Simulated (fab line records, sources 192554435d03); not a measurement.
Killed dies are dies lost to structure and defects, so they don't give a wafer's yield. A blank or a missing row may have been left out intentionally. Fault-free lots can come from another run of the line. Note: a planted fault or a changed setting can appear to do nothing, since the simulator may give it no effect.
fab line records	flow n5_finfet
[record] lots = 7	wafers = 21
route steps=1938 shown WELL_APT@21 PMOS_HMC_CHANNEL_EPI@57 FIN_SAQP@109 FIN_CUT@176 STI_FIN_REVEAL@184 DUMMY_GATE@228 SD_EPI_P@308 SDB@348 PASSIVATION@1936
start_h: start of the lot's first displayed wafer, in hours after the record's first day	wait_h: hours from the lot's prior step to this one	" as in the row above	L1.1+2: a row that stands for several wafers	- no value, or no start given	* or withheld: withheld	< > ~ a bound
route shown NAME@n: names a module that has steps shown in the file, with the first one's number in the route	usual: mean/standard deviation taken from wafers without a fault	same: alike in all rows	chamber/n: place in a boat	sites: the reading at each site	_std_site: the values' standard deviation	_edge_site: inner sites' mean taken away from outer sites' mean	radius_mm: for every site, how far away it sits from the centre of the wafer	mask NAME#n: copy n	behind: the last tool/chamber to shape the wafer	hold: why the lot was held/for how many hours/how that ended	device: the n, p or np transistor that did not switch	end of line: at the end of the route, the tests of the same wafers	a step with no rows: only its recipe	killed: at the first sort, the dies lost to defects and structure; wafer yield is something else	map: shows each die of a wafer: x if killed, . if not, _ if none is there
set.NAME: the run value of the setting; set.NAME@STEP: its run value at that earlier step	model.NAME: the simulator's own value behind a step, which no gauge read
one table per step and one row per wafer, for lots whose settings were changed on purpose
[[steps]]
[step N5_WELL_APT_COAT_02]
[recipe] spin_rpm = 1357	resist_thk_nm = 950
lot.wafer	tool	chamber	start_h	wait_h	set.spin_rpm	model.coat_of_WELL_APT_COAT_02.thk_nm
L075.1	litho_track-01	0	-	-	1461	920.2
L075.4	"	0	"	"	1357	956.3
L075.5	"	0	"	"	1357	953.9
L078.1	litho_track-04	0	-	-	1357	949.9
L078.2	"	0	"	"	1357	950.7
L078.4	"	0	"	"	1357	948.7
L084.2	litho_track-01	0	-	-	1357	949.8
L084.3	"	0	"	"	1357	951.4
L084.5	"	0	"	"	1357	950
L085.2	litho_track-04	0	-	-	1280	976
L085.4	"	0	"	"	1280	977.5
L085.6	"	0	"	"	1280	972.6
L089.1	litho_track-01	0	-	-	1357	949.7
L089.4	"	0	"	"	1425	926.8
L089.5	"	0	"	"	1425	927.8
L096.1	litho_track-04	0	-	-	1357	947.2
L096.2	"	0	"	"	1294	972.1
L096.3	"	0	"	"	1357	953.2
L097.2	litho_track-01	0	-	-	1456	918.9
L097.4	"	0	"	"	1357	950.8
L097.6	"	0	"	"	1456	917.4
[step N5_PMOS_HMC_CHANNEL_EPI_HM_DEP_34]
[recipe] material = SiO2	target_thk_a = 360	temp_c = 400	precursor = TEOS/O2	pressure_torr = 6.5	rf_w = 900	teos_flow_sccm = 161.4	gas = O2	flow_sccm = 2650	time_s = 6.9
lot.wafer	tool	chamber	start_h	wait_h	set.time_s	model.SiO2_of_PMOS_HMC_CHANNEL_EPI_HM_DEP_34.thk_nm
L075.1	pecvd-01	1	23.09	0.0	7.398	37.99
L075.4	"	2	"	"	7.398	38.49
L075.5	"	0	"	"	6.9	35.58
L078.1	pecvd-02	2	41.08	0.0	6.9	36.1
L078.2	"	1	"	"	6.9	35.82
L078.4	"	1	"	"	6.9	36.64
L084.2	pecvd-02	2	77.08	0.0	7.316	37.79
L084.3	"	1	"	"	6.9	35.6
L084.5	"	1	"	"	7.316	38.75
L085.2	pecvd-03	2	82.81	0.0	6.9	35.89
L085.4	"	0	"	"	6.9	36.23
L085.6	"	1	"	"	6.9	37.08
L089.1	pecvd-03	2	107.04	0.0	6.9	35.72
L089.4	"	0	"	"	6.9	35.98
L089.5	"	1	"	"	5.879	31.52
L096.1	pecvd-03	0	148.64	0.0	6.358	33.15
L096.2	"	1	"	"	6.9	35.9
L096.3	"	0	"	"	6.9	36.25
L097.2	pecvd-01	0	155.85	0.0	6.548	33.7
L097.4	"	1	"	"	6.9	35.87
L097.6	"	0	"	"	6.548	33.74
[step N5_PMOS_HMC_CHANNEL_EPI_COAT_03]
[recipe] resist = CAR-ArF-block	spin_rpm = 1500	resist_thk_nm = 205
lot.wafer	tool	chamber	start_h	wait_h	set.spin_rpm	model.CAR-ArF-block_of_PMOS_HMC_CHANNEL_EPI_COAT_03.thk_nm
L075.1	litho_track-01	0	-	-	1500	206
L075.4	"	0	"	"	1500	206.4
L075.5	"	0	"	"	1500	206.2
L078.1	litho_track-01	0	-	-	1500	205.2
L078.2	"	0	"	"	1500	205.3
L078.4	"	0	"	"	1500	204.7
L084.2	litho_track-03	0	-	-	1425	209.5
L084.3	"	0	"	"	1425	209.2
L084.5	"	0	"	"	1500	204
L085.2+4	litho_track-03	0	-	-	1367	214.7
L085.6	"	0	"	"	1500	205.6
L089.1+4	litho_track-03	0	-	-	1500	204.5
L089.5	"	0	"	"	1631	196.2
L096.1	litho_track-05	0	-	-	1500	203.7
L096.2	"	0	"	"	1500	204
L096.3	"	0	"	"	1447	208.5
L097.2	litho_track-01	0	-	-	1658	195.8
L097.4	"	0	"	"	1500	205.4
L097.6	"	0	"	"	1500	205.3
[step N5_PMOS_HMC_CHANNEL_EPI_EBR_05]
[recipe] solvent = PGMEA	ebr_width_mm = 1.5
[step N5_PMOS_HMC_CHANNEL_EPI_SOFTBAKE_04]
[recipe] temp_c = 110	time_s = 60	resist = CAR-ArF-block
[step N5_PMOS_HMC_CHANNEL_EPI_DESCUM_14]
[recipe] chemistry = O2	time_s = 7.9	source_power_w = 50	bias_power_w = 20	pressure_mtorr = 20	rf_frequency_hz = 2.712e+07	temp_c = 40	resist = CAR-ArF-block	o2_flow_sccm = 225
[step N5_PMOS_HMC_CHANNEL_EPI_ETCH_32]
[recipe] chemistry = N2/H2	target = BARC	stop_on = SiO2	target_depth_a = 858	over_etch_frac = 0.3	time_s = 50.3	ion_energy_ev = 200	mask_material = CAR-ArF-block	pressure_mtorr = 30	source_w = 840	bias_w = 150	n2_flow_sccm = 200	h2_flow_sccm = 200
lot.wafer	tool	chamber	start_h	wait_h	set.spin_rpm@PMOS_HMC_CHANNEL_EPI_COAT_03	model.CAR-ArF-block_of_PMOS_HMC_CHANNEL_EPI_COAT_03.thk_nm
L075.1	rie_diel-01	0	23.94	0.0	1500	134.7
L075.4	"	1	"	"	1500	132.1
L075.5	"	1	"	"	1500	132
L078.1	rie_diel-06	3	41.61	0.0	1500	131.3
L078.2	"	1	"	"	1500	135.1
L078.4	"	0	"	"	1500	131.1
L084.2	rie_diel-06	2	77.61	0.0	1425	138
L084.3	"	3	"	"	1425	134.9
L084.5	"	0	"	"	1500	131.3
L085.2	rie_diel-05	3	83.97	0.0	1367	144.9
L085.4	"	2	"	"	1367	143.2
L085.6	"	3	"	"	1500	135.3
L089.1	rie_diel-06	2	107.57	0.0	1500	133.4
L089.4	"	3	"	"	1500	129.8
L089.5	"	3	"	"	1631	121.6
L096.1	rie_diel-05	0	149.05	0.0	1500	130.1
L096.2	"	2	"	"	1500	132.4
L096.3	"	3	"	"	1447	135.1
L097.2	rie_diel-05	1	156.64	0.0	1658	124
L097.4	"	2	"	"	1500	135.2
L097.6	"	0	"	"	1500	133.2
[step N5_PMOS_HMC_CHANNEL_EPI_HM_OPEN_15]
[recipe] chemistry = CHF3/O2	target = SiO2	mask_material = CAR-ArF-block	target_depth_a = 406	CHF3_flow_sccm = 50	O2_flow_sccm = 5	Ar_flow_sccm = 200	time_s = 20.3	pressure_mtorr = 30	source_w = 650	bias_w = 170	ion_energy_ev = 200
lot.wafer	tool	chamber	start_h	wait_h	set.spin_rpm@PMOS_HMC_CHANNEL_EPI_COAT_03	model.CAR-ArF-block_of_PMOS_HMC_CHANNEL_EPI_COAT_03.thk_nm
L075.1	rie_diel-01	0	23.99	0.0	1500	93.83
L075.4	"	1	"	"	1500	91.05
L075.5	"	1	"	"	1500	90.92
L078.1	rie_diel-06	3	41.65	0.0	1500	91.37
L078.2	"	1	"	"	1500	95.24
L078.4	"	0	"	"	1500	90.1
L084.2	rie_diel-06	2	77.65	0.0	1425	98.49
L084.3	"	3	"	"	1425	94.55
L084.5	"	0	"	"	1500	90.3
L085.2	rie_diel-05	3	84.01	0.0	1367	104.5
L085.4	"	2	"	"	1367	102.3
L085.6	"	3	"	"	1500	94.96
L089.1	rie_diel-06	2	107.61	0.0	1500	94.84
L089.4	"	3	"	"	1500	89.52
L089.5	"	3	"	"	1631	81.83
L096.1	rie_diel-05	0	149.10	0.0	1500	89.69
L096.2	"	2	"	"	1500	92.07
L096.3	"	3	"	"	1447	93.41
L097.2	rie_diel-05	1	156.69	0.0	1658	83.69
L097.4	"	2	"	"	1500	95.15
L097.6	"	0	"	"	1500	93.45
[step N5_FIN_SAQP_PEB_14]
[recipe] peb_temp_c = withheld	peb_time_s = 60	resist = CAR-ArF
lot.wafer	tool	chamber	start_h	wait_h	set.peb_time_s
L075.1	litho_track-04	0	30.19	0.1	60
L075.4+5	"	0	"	"	52.55
L078.1+2+4	litho_track-03	0	45.47	0.1	60
L084.2+5	litho_track-04	0	82.08	0.0	65.64
L084.3	"	0	"	"	60
L085.2	litho_track-04	0	88.58	0.0	60
L085.4+6	"	0	"	"	71.6
L089.1+4+5	litho_track-03	0	111.53	0.1	60
L096.1+3	litho_track-03	0	153.14	0.1	60
L096.2	"	0	"	"	47.94
L097.2+4	litho_track-04	0	164.05	0.0	52.5
L097.6	"	0	"	"	60
[step N5_FIN_SAQP_DEVELOP_15]
[recipe] develop_time_s = 30	developer = TMAH	resist = CAR-ArF	dev_temp_c = 23	rinse_liquid = diw	dry = air_spin
[step N5_FIN_SAQP_CD_MEAS_16]
[recipe] target_cd_nm = 35.6	landing_energy_ev = 500	detector = se_inlens
[usual] cd_nm = 35.6/0.36
lot.wafer	tool	chamber	start_h	wait_h	set.peb_time_s@FIN_SAQP_PEB_14	cd_nm
L075.1	cd_sem-03	0	30.26	-	60	36.1
L075.4	"	0	"	"	52.55	37.7
L075.5	"	0	"	"	52.55	37.7
L078.1	cd_sem-02	0	45.53	-	60	35.7
L078.2	"	0	"	"	60	35.7
L078.4	"	0	"	"	60	35.5
L084.2	cd_sem-01	0	82.15	-	65.64	34.6
L084.3	"	0	"	"	60	35.3
L084.5	"	0	"	"	65.64	33.9
L085.2	cd_sem-01	0	88.65	-	60	35.4
L085.4	"	0	"	"	71.6	32.8
L085.6	"	0	"	"	71.6	33.2
L089.1	cd_sem-03	0	111.60	-	60	35.7
L089.4	"	0	"	"	60	35.5
L089.5	"	0	"	"	60	35.5
L096.1	cd_sem-03	0	153.21	-	60	35.9
L096.2	"	0	"	"	47.94	39.4
L096.3	"	0	"	"	60	35.6
L097.2	cd_sem-03	0	164.12	-	52.5	37.4
L097.4	"	0	"	"	52.5	37.9
L097.6	"	0	"	"	60	35.0
[step N5_FIN_CUT_CUT_ETCH_15]
[recipe] chemistry = HBr/Cl2/O2	target = Si	target_depth_a = 1000	bt_time_s = 10	mask_material = SOC	time_s = 42.4	ion_energy_ev = *	bias_w = *	pressure_mtorr = 10	icp_w = 800	HBr_flow_sccm = 150	Cl2_flow_sccm = 80	O2_flow_sccm = 12
lot.wafer	tool	chamber	start_h	wait_h	set.time_s	model.FIN_CUT.feature_depth_nm	model.etch.depth_nm	model.SOC_of_FIN_CUT_COAT_18.thk_nm
L075.1	rie_si-05	2	38.04	0.1	51.31	120.8	120.8	162.4
L075.4	"	1	"	"	42.4	102.6	102.6	168.6
L075.5	"	3	"	"	51.31	120.6	120.6	162.2
L078.1	rie_si-04	2	50.96	0.1	42.4	98.2	98.18	172.4
L078.2	"	1	"	"	42.4	101.4	101.5	170.4
L078.4	"	1	"	"	42.4	101	101	171
L084.2	rie_si-05	0	87.68	0.1	38.9	92.6	92.62	173.2
L084.3	"	1	"	"	38.9	94	94.06	172.6
L084.5	"	2	"	"	42.4	99.6	99.56	170.2
L085.2	rie_si-03	3	96.79	0.1	42.4	97.4	97.39	172.2
L085.4	"	2	"	"	42.4	99	99.07	171.2
L085.6	"	0	"	"	42.4	98.2	98.13	170.8
L089.1	rie_si-05	1	117.83	0.1	42.4	102.8	102.9	169.8
L089.4	"	0	"	"	45.07	106	106.1	169.4
L089.5	"	3	"	"	42.4	101.8	101.7	170.6
L096.1	rie_si-03	2	160.21	0.1	42.4	100.6	100.5	170.2
L096.2	"	0	"	"	34.71	80.4	80.33	176.4
L096.3	"	3	"	"	34.71	81.2	81.16	176.8
L097.2	rie_si-03	1	170.97	0.1	36.88	87.6	87.61	175.8
L097.4	"	0	"	"	42.4	97.8	97.83	170.2
L097.6	"	2	"	"	36.88	86.6	86.56	175.6
[step N5_STI_FIN_REVEAL_ALD_14]
[recipe] material = Si3N4	target_thk_a = 30	temp_c = 400	ald_precursor_family = SiH2I2	ald_co_reactant = N2/H2-plasma	pressure_torr = 2
lot.wafer	tool	chamber	start_h	wait_h	set.target_thk_a
L075.1+4+5	ald_sin-04	1,2,2	38.48	0.0	30
L078.1+2+4	ald_sin-03	3,0,1	51.34	0.0	30
L084.2+5	ald_sin-04	3,2	88.93	0.0	30
L084.3	"	2	"	"	28.17
L085.2+4	ald_sin-01	2,3	97.16	0.0	30
L085.6	"	1	"	"	31.38
L089.1+4+5	ald_sin-01	3,1,0	119.43	0.0	30
L096.1+2+3	ald_sin-04	2,0,3	160.85	0.0	30
L097.2+4	ald_sin-01	1,3	171.41	0.0	32.76
L097.6	"	2	"	"	30
[step N5_DUMMY_GATE_EXPOSE_12]
[recipe] mask_id = GATE	na = 0.33	source_shape = annular	sigma_inner = 0.2	sigma_outer = 0.6	polarization = unpolarized	target_cd_nm = 25	dose_mj = 34
lot.wafer	tool	chamber	start_h	wait_h	mask	set.dose_mj
L075.1+4	euv_scanner-01	0	55.66	-	GATE#0	36.29
L075.5	"	0	"	"	GATE#0	34
L078.1+2+4	euv_scanner-02	0	69.75	-	GATE#0	34
L084.2+3+5	euv_scanner-02	0	107.40	-	GATE#0	34
L085.2+6	euv_scanner-02	0	115.78	-	GATE#0	34
L085.4	"	0	"	"	GATE#0	32.97
L089.1	euv_scanner-02	0	139.17	-	GATE#0	32.62
L089.4+5	"	0	"	"	GATE#0	34
L096.1+2+3	euv_scanner-02	0	178.13	-	GATE#0	34
L097.2+6	euv_scanner-02	0	191.94	-	GATE#0	34
L097.4	"	0	"	"	GATE#0	32.65
[step N5_DUMMY_GATE_PEB_13]
[recipe] peb_temp_c = 100	peb_time_s = 60	resist = CAR-EUV
[step N5_DUMMY_GATE_DEVELOP_14]
[recipe] develop_time_s = 30	developer = TMAH	resist = CAR-EUV	rinse_liquid = surfactant_rinse	dry = air_spin	dev_temp_c = 23
[step N5_DUMMY_GATE_CD_MEAS_15]
[recipe] target_cd_nm = 25.8	landing_energy_ev = 500	detector = se_inlens
[usual] cd_nm = 25.07/0.25
lot.wafer	tool	chamber	start_h	wait_h	set.dose_mj@DUMMY_GATE_EXPOSE_12	cd_nm
L075.1	cd_sem-03	0	55.79	-	36.29	24.04
L075.4	"	0	"	"	36.29	23.91
L075.5	"	0	"	"	34	25.29
L078.1	cd_sem-03	0	69.87	-	34	25.13
L078.2	"	0	"	"	34	24.50
L078.4	"	0	"	"	34	24.71
L084.2	cd_sem-02	0	107.52	-	34	24.87
L084.3	"	0	"	"	34	25.01
L084.5	"	0	"	"	34	24.52
L085.2	cd_sem-01	0	115.90	-	34	25.36
L085.4	"	0	"	"	32.97	25.87
L085.6	"	0	"	"	34	25.07
L089.1	cd_sem-01	0	139.30	-	32.62	26.25
L089.4	"	0	"	"	34	25.00
L089.5	"	0	"	"	34	25.17
L096.1	cd_sem-02	0	178.26	-	34	25.43
L096.2	"	0	"	"	34	25.23
L096.3	"	0	"	"	34	25.43
L097.2	cd_sem-01	0	192.06	-	34	24.80
L097.4	"	0	"	"	32.65	26.31
L097.6	"	0	"	"	34	24.75
[step N5_DUMMY_GATE_ETCH_37]
[recipe] chemistry = N2/H2	target = SOC	target_depth_a = 600	overetch_a = 300	temp_c = 40	ion_energy_ev = 200	pressure_mtorr = 30	source_w = 840	bias_w = 150	n2_flow_sccm = 200	h2_flow_sccm = 200
[usual] rf_vpp_V = 524.0/2.8
lot.wafer	tool	chamber	start_h	wait_h	set.source_w	rf_vpp_V
L075.1	rie_diel-06	2	56.38	0.0	927.3	505.4
L075.4	"	3	"	"	840	524.1
L075.5	"	0	"	"	840	528.1
L078.1	rie_diel-05	1	70.18	0.0	840	520.7
L078.2	"	2	"	"	840	527.2
L078.4	"	3	"	"	840	519.0
L084.2	rie_diel-06	3	107.89	0.0	840	525.9
L084.3	"	1	"	"	840	524.7
L084.5	"	2	"	"	840	521.8
L085.2	rie_diel-05	2	116.44	0.0	840	525.6
L085.4	"	1	"	"	978.5	496.5
L085.6	"	0	"	"	978.5	497.1
L089.1	rie_diel-06	3	139.57	0.0	913.8	508.4
L089.4	"	0	"	"	913.8	514.4
L089.5	"	3	"	"	840	522.8
L096.1	rie_diel-01	1	178.87	0.0	753.9	545.8
L096.2	"	0	"	"	753.9	545.9
L096.3	"	2	"	"	840	524.3
L097.2	rie_diel-05	3	193.16	0.0	840	526.9
L097.4	"	0	"	"	761.1	535.5
L097.6	"	1	"	"	840	520.3
[step N5_SD_EPI_P_ETCH_37]
[recipe] chemistry = N2/H2	target = SOC	overetch_a = 1080	mask_material = SiARC	temp_c = 40	ion_energy_ev = 100	source_w = 3000	bias_w = 133	pressure_mtorr = 20	time_s = 486	n2_flow_sccm = 200	h2_flow_sccm = 200	ends = end_point
[usual] rf_vpp_V = 240.8/1.5
lot.wafer	tool	chamber	start_h	wait_h	set.source_w	rf_vpp_V
L075.1	rie_diel-06	3	63.86	0.0	3000	241.5
L075.4	"	0	"	"	3000	245.4
L075.5	"	2	"	"	3440	228.3
L078.1	rie_diel-01	0	77.17	0.0	3000	242.8
L078.2	"	1	"	"	3000	241.6
L078.4	"	3	"	"	3000	240.2
L084.2	rie_diel-01	0	114.37	0.0	3000	242.0
L084.3	"	1	"	"	3000	242.3
L084.5	"	0	"	"	3000	241.6
L085.2	rie_diel-06	1	124.09	0.0	2688	250.1
L085.4	"	0	"	"	3000	243.6
L085.6	"	3	"	"	3000	241.7
L089.1	rie_diel-06	0	146.31	0.0	2831	246.1
L089.4	"	1	"	"	2831	246.4
L089.5	"	0	"	"	3000	243.3
L096.1	rie_diel-05	0	186.89	0.0	3000	238.4
L096.2	"	1	"	"	2628	250.8
L096.3	"	3	"	"	3000	242.2
L097.2	rie_diel-05	1	201.66	0.0	2762	246.8
L097.4	"	3	"	"	3000	242.9
L097.6	"	1	"	"	3000	238.0
[step N5_SDB_COAT_03]
[recipe] resist = SOC	temp_c = 250	time_s = 60	spin_rpm = 1500	resist_thk_nm = 100
lot.wafer	tool	chamber	start_h	wait_h	set.spin_rpm	model.SOC_of_SDB_COAT_03.thk_nm
L075.1	litho_track-03	0	75.70	0.1	1592	96.6
L075.4	"	0	"	"	1500	99.6
L075.5	"	0	"	"	1592	96.4
L078.1	litho_track-04	0	88.46	0.1	1500	100
L078.2	"	0	"	"	1500	99.6
L078.4	"	0	"	"	1500	100.2
L084.2	litho_track-03	0	125.32	0.1	1400	103.6
L084.3+5	"	0	"	"	1500	100
L085.2+6	litho_track-04	0	136.15	0.1	1500	100.4
L085.4	"	0	"	"	1500	100.2
L089.1+5	litho_track-02	0	158.34	0.1	1500	100.2
L089.4	"	0	"	"	1500	100
L096.1	litho_track-02	0	198.68	0.1	1500	100
L096.2	"	0	"	"	1353	105.6
L096.3	"	0	"	"	1500	100.4
L097.2	litho_track-02	0	213.53	0.1	1500	100
L097.4+6	"	0	"	"	1500	100.2
[step N5_PASSIVATION_PROBE_49]
[usual] defect_limited_yield = 91.0/1.5	killed_dies = 106/18	sort_yield_pct = 91.0/1.5
lot.wafer	tool	chamber	start_h	wait_h	set.dose_mj@BEOL_M2_EXPOSE_08	set.target_thk_a@STI_FIN_REVEAL_ALD_14	set.target_thk_a@BEOL_M0_SAQP_SPACER2_ALD_26	defect_limited_yield[%]	killed_dies	sort_yield_pct[%]
L075.1	prober-01	-	258.60	0.0	41.25	30	150	91.3	103	91.3
L075.4	prober-01	-	258.75	0.2	41.25	30	150	92.3	91	92.3
L075.5	prober-01	-	258.80	0.2	41.25	30	150	81.9	214	81.9
L078.1	prober-01	-	266.01	0.0	41.25	30	150	89.3	126	89.3
L078.2	prober-01	-	266.06	0.1	41.25	30	150	89.4	125	89.4
L078.4	prober-01	-	266.16	0.2	41.25	30	150	93.7	74	93.7
L084.2	prober-02	-	296.28	0.3	40.37	30	150	82.5	207	82.5
L084.3	prober-02	-	296.33	0.4	41.25	28.17	150	91.3	103	91.3
L084.5	prober-02	-	296.43	0.5	40.37	30	159.6	72.4	326	72.4
L085.2	prober-01	-	402.45	0.1	41.25	30	150	86.4	161	86.4
L085.4	prober-01	-	402.55	0.2	41.25	30	150	88.1	141	88.1
L085.6	prober-01	-	402.65	0.3	40.34	31.38	150	87.0	153	87.0
L089.1	prober-02	-	425.07	0.0	41.25	30	150	90.3	115	90.3
L089.4	prober-02	-	425.22	0.2	41.25	30	150	91.4	101	91.4
L089.5	prober-02	-	425.27	0.2	41.25	30	150	91.3	103	91.3
L096.1	prober-01	-	432.54	0.0	41.25	30	150	92.2	92	92.2
L096.2	prober-01	-	432.59	0.1	38.34	30	150	0	1180	0
L096.3	prober-01	-	432.64	0.1	41.25	30	150	90.1	117	90.1
L097.2	prober-01	-	446.53	0.1	41.25	32.76	169.6	0	1180	0
L097.4	prober-01	-	446.63	0.2	42.42	32.76	150	87.6	146	87.6
L097.6	prober-01	-	446.73	0.3	42.42	30	169.6	0	1180	0
[[key]]
[split] step = N5_WELL_APT_COAT_02	setting = spin_rpm	stated = 1357	by = wafer
[response] step = N5_WELL_APT_COAT_02	reading = model.coat_of_WELL_APT_COAT_02.thk_nm	change = -4.54	per = 1%	r = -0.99
[split] step = N5_PMOS_HMC_CHANNEL_EPI_HM_DEP_34	setting = time_s	stated = 6.9	by = wafer
[response] step = N5_PMOS_HMC_CHANNEL_EPI_HM_DEP_34	reading = model.SiO2_of_PMOS_HMC_CHANNEL_EPI_HM_DEP_34.thk_nm	change = +0.337	per = 1%	r = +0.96
[split] step = N5_PMOS_HMC_CHANNEL_EPI_COAT_03	setting = spin_rpm	stated = 1500	by = wafer
[response] step = N5_PMOS_HMC_CHANNEL_EPI_COAT_03	reading = model.CAR-ArF-block_of_PMOS_HMC_CHANNEL_EPI_COAT_03.thk_nm	change = -0.983	per = 1%	r = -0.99
[response] step = N5_PMOS_HMC_CHANNEL_EPI_ETCH_32	reading = model.CAR-ArF-block_of_PMOS_HMC_CHANNEL_EPI_COAT_03.thk_nm	change = -1.03	per = 1%	r = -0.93
[response] step = N5_PMOS_HMC_CHANNEL_EPI_HM_OPEN_15	reading = model.CAR-ArF-block_of_PMOS_HMC_CHANNEL_EPI_COAT_03.thk_nm	change = -1.05	per = 1%	r = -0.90
[split] step = N5_FIN_SAQP_PEB_14	setting = peb_time_s	stated = 60	by = wafer
[response] step = N5_FIN_SAQP_CD_MEAS_16	reading = cd_nm	change = -0.156	per = 1%	r = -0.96
[split] step = N5_FIN_CUT_CUT_ETCH_15	setting = time_s	stated = 42.4	by = wafer
[response] step = N5_FIN_CUT_CUT_ETCH_15	reading = model.FIN_CUT.feature_depth_nm	change = +0.911	per = 1%	r = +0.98
[response] step = N5_FIN_CUT_CUT_ETCH_15	reading = model.etch.depth_nm	change = +0.91	per = 1%	r = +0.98
[response] step = N5_FIN_CUT_CUT_ETCH_15	reading = model.SOC_of_FIN_CUT_COAT_18.thk_nm	change = -0.332	per = 1%	r = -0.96
[split] step = N5_STI_FIN_REVEAL_ALD_14	setting = target_thk_a	stated = 30	by = wafer
[response] step = N5_PASSIVATION_PROBE_49	reading = defect_limited_yield	slope = +4.55	per = 1%	together_with = dose_mj@BEOL_M2_EXPOSE_08,target_thk_a@BEOL_M0_SAQP_SPACER2_ALD_26	explained = 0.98
[response] step = N5_PASSIVATION_PROBE_49	reading = killed_dies	slope = -53.7	per = 1%	together_with = dose_mj@BEOL_M2_EXPOSE_08,target_thk_a@BEOL_M0_SAQP_SPACER2_ALD_26	explained = 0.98
[response] step = N5_PASSIVATION_PROBE_49	reading = sort_yield_pct	slope = +4.55	per = 1%	together_with = dose_mj@BEOL_M2_EXPOSE_08,target_thk_a@BEOL_M0_SAQP_SPACER2_ALD_26	explained = 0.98
[split] step = N5_DUMMY_GATE_EXPOSE_12	setting = dose_mj	stated = 34	by = wafer
[response] step = N5_DUMMY_GATE_CD_MEAS_15	reading = cd_nm	change = -0.25	per = 1%	r = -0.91
[split] step = N5_DUMMY_GATE_ETCH_37	setting = source_w	stated = 840	by = wafer
[response] step = N5_DUMMY_GATE_ETCH_37	reading = rf_vpp_V	change = -1.73	per = 1%	r = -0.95
[split] step = N5_SD_EPI_P_ETCH_37	setting = source_w	stated = 3000	by = wafer
[response] step = N5_SD_EPI_P_ETCH_37	reading = rf_vpp_V	change = -0.87	per = 1%	r = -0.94
[split] step = N5_SDB_COAT_03	setting = spin_rpm	stated = 1500	by = wafer
[response] step = N5_SDB_COAT_03	reading = model.SOC_of_SDB_COAT_03.thk_nm	change = -0.539	per = 1%	r = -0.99
split outside_this_file step=N5_BEOL_M0_SAQP_SPACER2_ALD_26 setting=target_thk_a
split outside_this_file step=N5_BEOL_M2_EXPOSE_08 setting=dose_mj
// split outside_this_file: this setting was split too, and the file shows its column; the key of that split is in another file
